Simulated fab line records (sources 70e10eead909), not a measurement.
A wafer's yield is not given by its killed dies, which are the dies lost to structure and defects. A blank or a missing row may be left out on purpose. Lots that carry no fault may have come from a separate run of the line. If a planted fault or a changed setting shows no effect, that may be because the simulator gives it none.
What tool caused it? | flow nand_harc | 72 wafers from 24 lots sampled at 3 of the route's 1159 steps

WHAT THE GAUGES SHOWED, per wafer
NHARC_P_BONDPAD_THK_MEAS_33: measures by ellipsometry.
lot  | measured     | on            | thk_nm (nm)
L074 | day 6 15:56  | film_metro-01 | 197.4 200.6 200.2
L075 | day 6 16:29  | film_metro-01 | 199.8 200.1 203.0
L077 | day 7 02:49  | film_metro-01 | 198.2 196.9 199.9
L076 | day 7 03:05  | film_metro-02 | 199.7 200.8 200.7
L078 | day 7 14:40  | film_metro-01 | 202.4 199.2 200.6
L081 | day 8 01:44  | film_metro-02 | 200.6 200.1 202.1
L080 | day 8 02:46  | film_metro-01 | 199.1 201.0 201.1
L079 | day 8 08:01  | film_metro-02 | 196.3 199.5 202.7
L082 | day 8 08:46  | film_metro-01 | 200.3 200.7 198.8
L083 | day 8 11:50  | film_metro-02 | 202.4 200.8 201.8
L084 | day 8 12:38  | film_metro-02 | 199.0 199.3 197.8
L088 | day 9 10:30  | film_metro-01 | 201.5 199.6 201.1
L086 | day 9 12:13  | film_metro-02 | 200.9 200.8 198.6
L085 | day 9 16:19  | film_metro-01 | 201.9 200.0 199.9
L087 | day 9 18:06  | film_metro-02 | 200.2 200.4 201.9
L089 | day 10 03:48 | film_metro-01 | 200.7 197.1 198.8
L090 | day 10 10:58 | film_metro-02 | 197.7 200.4 198.2
L091 | day 10 13:15 | film_metro-02 | 199.4 197.7 198.2
L092 | day 10 21:44 | film_metro-02 | 199.4 200.3 200.9
L093 | day 10 22:41 | film_metro-01 | 199.7 198.9 200.6
L095 | day 11 08:24 | film_metro-02 | 198.6 200.5 197.6
L094 | day 11 10:02 | film_metro-02 | 200.7 202.3 200.3
L096 | day 11 23:06 | film_metro-01 | 200.5 200.6 200.7
L097 | day 12 05:58 | film_metro-01 | 199.7 199.9 200.5

NHARC_A_START_INSPECT_01.
lot  | measured     | on                | raw_defect_count
L074 | day 6 20:11  | defect_inspect-02 | 2 4 3
L075 | day 6 20:37  | defect_inspect-01 | 4 5 5
L077 | day 7 06:43  | defect_inspect-02 | 3 3 2
L076 | day 7 07:13  | defect_inspect-02 | 6 5 2
L078 | day 7 18:25  | defect_inspect-02 | 4 1 6
L081 | day 8 05:34  | defect_inspect-02 | 6 6 2
L080 | day 8 06:30  | defect_inspect-01 | 3 0 3
L079 | day 8 11:52  | defect_inspect-02 | 4 3 3
L082 | day 8 12:35  | defect_inspect-01 | 4 4 6
L083 | day 8 15:34  | defect_inspect-01 | 2 3 0
L084 | day 8 16:32  | defect_inspect-01 | 5 4 2
L088 | day 9 14:19  | defect_inspect-02 | 4 2 5
L086 | day 9 16:17  | defect_inspect-02 | 7 4 5
L085 | day 9 20:05  | defect_inspect-02 | 4 4 2
L087 | day 9 21:58  | defect_inspect-01 | 4 9 4
L089 | day 10 09:20 | defect_inspect-01 | 3 3 2
L090 | day 10 15:07 | defect_inspect-01 | 2 6 4
L091 | day 10 17:09 | defect_inspect-02 | 4 7 1
L092 | day 11 01:34 | defect_inspect-01 | 3 4 5
L093 | day 11 02:23 | defect_inspect-01 | 4 4 4
L095 | day 11 12:14 | defect_inspect-01 | 3 3 6
L094 | day 11 13:44 | defect_inspect-01 | 1 6 1
L096 | day 12 02:59 | defect_inspect-01 | 2 5 2
L097 | day 12 09:41 | defect_inspect-02 | 2 2 2

TOOL THAT RAN EACH LOT (tool first, then ch and the chambers of the sampled wafers, then the start)
lot  | NHARC_P_BONDPAD_DESCUM_11
L074 | rie_diel-13 ch 0,1,3, day 6 16:44
L075 | rie_diel-09 ch 0,3, day 6 17:08
L077 | rie_diel-13 ch 0,1, day 7 03:29
L076 | rie_diel-09 ch 1,2, day 7 03:52
L078 | rie_diel-13 ch 0,1, day 7 15:19
L081 | rie_diel-09 ch 0,2,3, day 8 02:32
L080 | rie_diel-09 ch 0,2,3, day 8 03:26
L079 | rie_diel-09 ch 0,1,3, day 8 08:47
L082 | rie_diel-09 ch 1,2,3, day 8 09:33
L083 | rie_diel-09 ch 0,1, day 8 12:31
L084 | rie_diel-13 ch 0,1,3, day 8 13:25
L088 | rie_diel-09 ch 1,2, day 9 11:10
L086 | rie_diel-09 ch 0,2, day 9 13:00
L085 | rie_diel-09 ch 0,1,2, day 9 16:59
L087 | rie_diel-09 ch 0,2,3, day 9 18:53
L089 | rie_diel-09 ch 0,1,2, day 10 04:54
L090 | rie_diel-13 ch 0,2,3, day 10 11:46
L091 | rie_diel-09 ch 0,1,2, day 10 14:02
L092 | rie_diel-09 ch 0,1,2, day 10 22:31
L093 | rie_diel-09 ch 0,1,2, day 10 23:22
L095 | rie_diel-09 ch 0,3, day 11 09:11
L094 | rie_diel-09 ch 0,3, day 11 10:42
L096 | rie_diel-09 ch 0,1,2, day 11 23:45
L097 | rie_diel-13 ch 2,3, day 12 06:38
- NHARC_P_BONDPAD_DESCUM_11: chemistry O2, time 3 s.

AS READ BY THE TOOLS THEMSELVES (means over the sampled wafers that have a number; for cases with no such wafer, the mark the record gives instead)
NHARC_P_BONDPAD_DESCUM_11.
lot  | tool        | drypump_motor_current_A (A) | oes_product_au (a.u.) | rf_vpp_V (V) | showerhead_plenum_p_Torr (Torr) | throttle_valve_pct (%)
L074 | rie_diel-13 | 5.4                         | 1.001                 | 57.2         | 1.87                            | 11.320
L075 | rie_diel-09 | 6.1                         | 0.991                 | 56.7         | 1.84                            | 11.302
L077 | rie_diel-13 | 5.3                         | 0.993                 | 58.1         | 1.87                            | 11.316
L076 | rie_diel-09 | 5.2                         | 0.994                 | 58.0         | 1.87                            | 11.309
L078 | rie_diel-13 | 5.3                         | 0.999                 | 57.2         | 1.87                            | 11.314
L081 | rie_diel-09 | 5.9                         | 0.990                 | 57.8         | 1.82                            | 11.316
L080 | rie_diel-09 | 6.0                         | 0.993                 | 57.8         | 1.82                            | 11.311
L079 | rie_diel-09 | 5.7                         | 0.986                 | 57.6         | 1.89                            | 11.312
L082 | rie_diel-09 | 5.5                         | 0.979                 | 57.6         | 1.89                            | 11.311
L083 | rie_diel-09 | 5.8                         | 0.991                 | 57.4         | 1.87                            | 11.311
L084 | rie_diel-13 | 5.4                         | 0.993                 | 57.7         | 1.86                            | 11.308
L088 | rie_diel-09 | 5.3                         | 0.989                 | 58.5         | 1.87                            | 11.310
L086 | rie_diel-09 | 6.0                         | 0.992                 | 57.5         | 1.81                            | 11.313
L085 | rie_diel-09 | 5.6                         | 0.999                 | 57.1         | 1.87                            | 11.312
L087 | rie_diel-09 | 5.9                         | 0.997                 | 58.1         | 1.82                            | 11.309
L089 | rie_diel-09 | 5.6                         | 0.999                 | 58.4         | 1.87                            | 11.307
L090 | rie_diel-13 | 5.6                         | 0.999                 | 58.0         | 1.90                            | 11.317
L091 | rie_diel-09 | 5.6                         | 0.986                 | 57.5         | 1.87                            | 11.310
L092 | rie_diel-09 | 5.5                         | 0.994                 | 57.2         | 1.87                            | 11.301
L093 | rie_diel-09 | 5.6                         | 0.993                 | 56.8         | 1.87                            | 11.317
L095 | rie_diel-09 | 6.2                         | 0.996                 | 56.9         | 1.82                            | 11.306
L094 | rie_diel-09 | 6.2                         | 0.996                 | 57.5         | 1.82                            | 11.317
L096 | rie_diel-09 | 5.6                         | 1.001                 | 58.0         | 1.87                            | 11.305
L097 | rie_diel-13 | 5.6                         | 1.005                 | 57.7         | 1.91                            | 11.308

THE ANSWER, worked out from the rows above alone
Rule: the usual values come from the lots themselves. Put in order of their means at a reading, lots are off if they are a third of the lots or fewer, leave a main group of 4 or more, and stand apart from it by a gap of 3 or more times the standard deviation of the main group's means; of several such gaps the widest counts. Not used: any main group whose means are identical at the precision the tables above print for the reading. A lot without any number at a reading at which 4 lots or more have one is off too. Any other lot the step has rows for is counted as sound. Order of review: gauges by route order, followed by the tools' own readings, for which a lot's mean as printed above is used. The first step at which some lot is off is used, and at that step the reading that is off furthest; a lot without a number counts as furthest.
Nothing can be told from this: no lot is off at any reading shown.

WHAT THE SIMULATOR HAD PUT IN
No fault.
